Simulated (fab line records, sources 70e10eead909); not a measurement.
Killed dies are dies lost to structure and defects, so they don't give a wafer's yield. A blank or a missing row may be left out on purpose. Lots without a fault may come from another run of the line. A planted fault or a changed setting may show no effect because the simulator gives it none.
fab line records | flow nand_harc
record lots=14 wafers=42 last_day=24
route steps=1159 shown A_STAIRCASE@597 A_BONDPAD@1088 THIN_TSV@1130 END@1159
lots that met no fault: from a run of the same line without faults
start_h: hours from the record's first day to the start of the lot's first wafer shown | wait_h: hours since the lot's step before | " the same as in the row above | L1.1+2: a row that stands for several wafers | - no value, or no start given | * or withheld: withheld | < > ~ a bound
route shown NAME@n: a module of which the file shows steps, and the number in the route of the first | usual: mean/standard deviation of fault-free wafers | same: alike in all rows | chamber/n: place in a boat | sites: the reading at each site | _std_site: their standard deviation | _edge_site: outer sites' mean less inner sites' | radius_mm: how far each site lies from the wafer's centre | mask NAME#n: copy n | behind: the tool/chamber that last shaped the wafer | hold: why the lot was held/for how many hours/how that ended | device: the transistor (n, p or np) that didn't switch | end of line: the same wafers' tests at the end of the route | a step without rows: its recipe alone | killed: dies lost to structure and defects at the first sort, not the wafer's yield | map: a wafer's dies, x killed, . not, _ none there
set.NAME: the setting as run; set.NAME@STEP: as run at that earlier step | model.NAME: the simulator's own value behind a step, which no gauge read
steps of the route over a sample of lots; a table a step, a row a wafer
services: from which hour (start_h, from the record's first day; less than 0 if before it) a tool's chamber was out of use, for how many hours, and why
## steps
# step NHARC_A_STAIRCASE_ETCH_203
# recipe target_depth_a=1000 time_s=40.5 ion_energy_ev=400 c4f8_flow_sccm=20 o2_flow_sccm=10 ar_flow_sccm=withheld rf_w=600 bias_w=1000 chemistry=C4F8/O2
# usual oes_product_au=0.943/0.011 rf_vpp_V=893/5.4
# columns lot.wafer tool chamber start_h wait_h oes_product_au rf_hours_counter_h rf_vpp_V
L456.1 rie_diel-05 0 247.58 - 0.933 26 892
L456.3 " 1 " " 0.945 27 898
L456.6 " 0 " " 0.931 - 890
L459.2 rie_diel-05 2 263.84 - 0.943 37 898
L459.4 " 3 " " 0.929 36 901
L459.6 " 2 " " 0.935 - 897
L457.3 rie_diel-02 0 267.30 - 0.945 43 887
L457.6 " 3 " " 0.951 - 897
L457.5 " 0 " " 0.946 - 886
L461.4 rie_diel-02 2 269.35 - 0.960 39 889
L461.1 " 3 " " 0.962 43 897
L461.6 " 1 " " 0.943 - 894
L463.4 rie_diel-02 2 290.23 - 0.950 46 888
L463.2 " 3 " " 0.949 50 896
L463.3 " 0 " " 0.946 51 886
L465.1 rie_diel-02 2 297.96 - 0.934 49 889
L465.6 " 0 " " 0.950 - 886
L465.5 " 1 " " 0.945 - 894
L467.2 rie_diel-11 1 304.49 - 0.944 34 888
L467.4 " 2 " " 0.953 37 890
L467.6 " 0 " " 0.954 - 891
L466.1 rie_diel-02 2 306.99 - 0.960 54 888
L466.5 " 3 " " 0.949 - 898
L466.6 " 2 " " 0.956 - 889
L470.1 rie_diel-11 1 332.27 - 0.945 46 888
L470.4 " 2 " " 0.942 - 890
L470.6 " 0 " " 0.950 - 891
L474.1 rie_diel-11 0 342.95 - 0.945 49 891
L474.5 " 1 " " 0.935 - 887
L474.4 " 0 " " 0.944 - 890
L475.1 rie_diel-02 3 352.54 - 0.937 7 897
L475.2 " 0 " " 0.952 7 905
L475.5 " 3 " " 0.940 - 897
L476.1 rie_diel-02 0 353.54 - 0.964 7 906
L476.3 " 1 " " 0.949 7 894
L476.2 " 3 " " 0.941 7 897
L478.3 rie_diel-05 3 375.14 - 0.947 9 901
L478.1 " 0 " " 0.937 10 890
L478.5 " 0 " " 0.933 - 891
L479.1 rie_diel-11 1 388.95 - 0.940 4 887
L479.5 " 2 " " 0.931 - 889
L479.6 " 3 " " 0.938 - 900
# step NHARC_A_BONDPAD_CMP_19
# recipe t_overpolish_s=30 cu_recess_touch_s=16 target_thk_nm=169.8
# usual motor_current_A=11.9/0.93 overpolish_run_s=30.000/0.01
# same cu_recess_touch_s=16
# columns lot.wafer tool chamber start_h wait_h motor_current_A overpolish_run_s
L456.3 cmp-02 1 412.03 - 12.9 30.012
L456.1 " 2 " " 11.8 30.012
L456.6 " 0 " " 11.2 29.991
L457.3 cmp-04 1 422.27 - 13.5 30.006
L457.5 " 2 " " 12.0 30.004
L457.6 " 3 " " 10.9 30.002
L461.4 cmp-02 2 426.29 - 12.0 30.013
L461.1 " 3 " " 12.0 29.991
L461.6 " 1 " " 13.2 29.977
L459.4 cmp-03 0 427.69 - 11.0 29.987
L459.2 " 1 " " 10.3 29.994
L459.6 " 3 " " 11.3 29.994
L463.3 cmp-04 2 453.94 - 12.4 29.992
L463.2 " 3 " " 11.0 29.999
L463.4 " 0 " " 12.6 29.994
L465.1 cmp-02 3 476.52 - 12.5 29.986
L465.5 " 3 " " 12.9 29.997
L465.6 " 0 " " 11.0 29.994
L467.2 cmp-04 2 478.52 - 12.2 29.999
L467.4 " 3 " " 11.6 30.019
L467.6 " 3 " " 10.9 30.009
L466.1 cmp-02 1 487.29 - 14.0 30.004
L466.5 " 2 " " 11.2 30.007
L466.6 " 3 " " 12.4 29.993
L470.1 cmp-02 0 495.82 - 10.9 30.014
L470.4 " 2 " " 11.2 30.007
L470.6 " 0 " " 11.3 30.004
L474.4 cmp-04 3 522.92 - 11.5 29.989
L474.1 " 0 " " 11.7 30.014
L474.5 " 2 " " 12.4 29.989
L476.3 cmp-03 2 526.39 - 12.2 29.988
L476.2 " 3 " " 12.1 30.000
L476.1 " 0 " " 11.4 30.007
L475.1 cmp-03 0 530.42 - 11.0 30.019
L475.2 " 1 " " 10.5 30.007
L475.5 " 2 " " 11.7 30.002
L478.1 cmp-04 3 539.92 - 11.2 29.996
L478.3 " 2 " " 12.0 29.985
L478.5 " 0 " " 12.4 30.004
L479.1 cmp-03 2 550.16 - 11.1 30.000
L479.5 " 1 " " 10.0 29.988
L479.6 " 2 " " 12.0 29.998
# step NHARC_THIN_TSV_PVD_51
# recipe target_thk_a=1000 chamber_pressure_pa=5 material=Cu
# usual throttle_valve_pct=30.6/0.87
# columns lot.wafer tool chamber start_h wait_h throttle_valve_pct
L456.1 pvd_sputter-01 - - - 31.8
L456.3 " - " " 31.1
L456.6 " - " " 29.3
L457.3 pvd_sputter-03 - - - 31.1
L457.5 " - " " 31.1
L457.6 " - " " 29.9
L461.4 pvd_sputter-02 - - - 30.5
L461.1 " - " " 31.7
L461.6 " - " " 30.2
L459.2 pvd_sputter-02 - - - 30.4
L459.4 " - " " 30.4
L459.6 " - " " 30.2
L463.2 pvd_sputter-03 - - - 31.1
L463.4 " - " " 31.8
L463.3 " - " " 30.4
L465.1 pvd_sputter-01 - - - 29.1
L465.6 " - " " 29.7
L465.5 " - " " 29.4
L467.2 pvd_sputter-02 - - - 30.3
L467.4 " - " " 30.3
L467.6 " - " " 30.6
L466.1 pvd_sputter-03 - - - 30.0
L466.6 " - " " 30.0
L466.5 " - " " 30.1
L470.4 pvd_sputter-02 - - - 30.1
L470.1 " - " " 30.8
L470.6 " - " " 30.4
L474.4 pvd_sputter-03 - - - 29.7
L474.1 " - " " 30.3
L474.5 " - " " 29.6
L476.2 pvd_sputter-01 - - - 28.5
L476.3 " - " " 31.7
L476.1 " - " " 29.2
L475.1 pvd_sputter-03 - - - 29.8
L475.2 " - " " 30.5
L475.5 " - " " 30.3
L478.3 pvd_sputter-01 - - - 28.6
L478.1 " - " " 31.7
L478.5 " - " " 28.6
L479.1 pvd_sputter-02 - - - 30.8
L479.6 " - " " 30.6
L479.5 " - " " 30.2
# step NHARC_END_SORT_01
# recipe temp_c=25
# usual killed_at_array=29/11 killed_at_other=0.7/1.1 killed_at_periphery=3.1/2 killed_dies=33/11 killed_open=3.5/1.8 killed_short=2.0/1.4
# same gross_dies=677
# columns lot.wafer tool chamber start_h wait_h killed_at_array killed_at_other killed_at_periphery killed_dies killed_open killed_short
L476.1 prober-01 0 562.23 2.5 137 1 0 138 0 2
L476.2 prober-01 0 563.03 2.8 37 1 2 40 6 2
L476.3 prober-01 0 563.84 3.1 47 2 0 49 5 1
L475.1 prober-02 0 569.31 2.5 33 1 3 37 6 2
L475.2 prober-02 0 570.11 2.8 127 1 2 130 3 1
L475.5 prober-02 0 572.53 3.7 48 1 3 52 2 4
# killed by level:class
L476.1 A_STAIRCASE:unspecified=98 A_CHANNEL_HOLE_D1:chamber_film_flake=25 A_CONTACT:chamber_film_flake=7 A_STAIRCASE:chamber_film_flake=5 A_ONON_D1:geometric_particle:short=1 STARTING-WAFER:geometric_particle:short=1 A_SLIT:chamber_film_flake=1
L476.2 A_CHANNEL_HOLE_D1:chamber_film_flake=25 A_CONTACT:chamber_film_flake=4 A_M1:geometric_particle:open=2 P_GATE:geometric_particle:open=1 A_CHANNEL_FILL_D1:geometric_particle:open=1 A_CHANNEL_FILL_D1:geometric_particle:short=1 A_SGD_CUT:geometric_particle:short=1 A_SGD_CUT:geometric_particle:open=1
L476.3 A_CHANNEL_HOLE_D1:chamber_film_flake=31 A_CONTACT:chamber_film_flake=6 A_STAIRCASE:chamber_film_flake=2 A_SLIT:chamber_film_flake=2 A_ONON_D1:geometric_particle:open=1 A_CHANNEL_FILL_D1:geometric_particle:open=1 A_CHANNEL_FILL_D1:geometric_particle:short=1 A_SGD_CUT:geometric_particle:open=1
L475.1 A_SLIT:chamber_film_flake=13 A_CHANNEL_HOLE_D1:chamber_film_flake=8 A_CONTACT:geometric_particle:open=2 A_M0:geometric_particle:open=2 A_ZERO_WELL:chamber_film_flake=2 A_CONTACT:chamber_film_flake=2 P_M0:geometric_particle:open=1 A_SGD_CUT:geometric_particle:open=1
L475.2 A_STAIRCASE:unspecified=95 A_SLIT:chamber_film_flake=18 A_CHANNEL_HOLE_D1:chamber_film_flake=8 A_CONTACT:chamber_film_flake=2 P_M0:geometric_particle:open=1 A_ONON_D1:geometric_particle:open=1 A_CONTACT:geometric_particle:short=1 P_STI:chamber_film_flake=1
L475.5 A_SLIT:chamber_film_flake=22 A_CHANNEL_HOLE_D1:chamber_film_flake=10 A_ZERO_WELL:chamber_film_flake=5 P_M1:chamber_film_flake=2 A_WL_FILL:chamber_film_flake=2 A_CONTACT:chamber_film_flake=2 A_ONON_D1:geometric_particle:short=1 A_CHANNEL_HOLE_D1:geometric_particle:open=1
## services
# columns tool chamber start_h hours kind
pvd_sputter-02 - 229.43 5.2 repair
cmp-04 - 242.11 0.2 repair
pvd_sputter-03 - 248.91 3.0 repair
cmp-04 - 250.31 4.4 repair
cmp-02 - 255.92 4.0 pm
rie_diel-02 2 274.32 1.4 repair
pvd_sputter-03 - 278.03 1.3 repair
pvd_sputter-03 - 280.07 10.0 pm
rie_diel-02 0 303.23 3.9 repair
cmp-04 - 306.49 4.0 pm
rie_diel-02 - 327.82 9.0 pm
cmp-02 - 353.92 4.0 pm
cmp-02 - 377.83 3.5 repair
pvd_sputter-02 - 392.00 10.0 pm
rie_diel-02 2 393.04 4.7 repair
cmp-02 - 393.84 1.6 repair
cmp-02 - 403.69 1.1 repair
cmp-04 - 404.49 4.0 pm
cmp-04 - 427.60 0.5 repair
rie_diel-02 1 432.13 43.9 repair
rie_diel-02 0 485.24 6.7 repair
rie_diel-02 - 504.89 9.0 pm
rie_diel-02 0 538.55 41.2 repair
rie_diel-02 1 551.09 7.1 repair
## key
first_sign step=NHARC_END_SORT_01 reading=killed_at_array direction=up sigmas=9.6 usual=29 struck=132
effect step=NHARC_END_SORT_01 reading=killed_dies direction=up sigmas=9.5 usual=33 struck=134
more_kills_born_at NHARC_A_STAIRCASE_ETCH_203@rie_diel-02=193
met_at NHARC_A_STAIRCASE_ETCH_203
struck_lots L475,L476
struck_wafers L475.2,L476.1
tester_left_out L475,L476
not_acting_at NHARC_A_BONDPAD_CMP_19,NHARC_THIN_TSV_PVD_51
onset_between 297.96 352.54
fault kind=chamber_particle_source tool=rie_diel-02 chamber=0 onset_h=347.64 steps=NHARC_A_STAIRCASE_ETCH_203 rate_per_visit_cm2=1.5865 end_h=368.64
# tester_left_out: of these lots the tester's yield and bins aren't shown, on N5 and GAA mostly nor the transistor test; their killed dies are dies lost to structure and defects alone, not to doping, threshold or leakage, so they don't give the yield
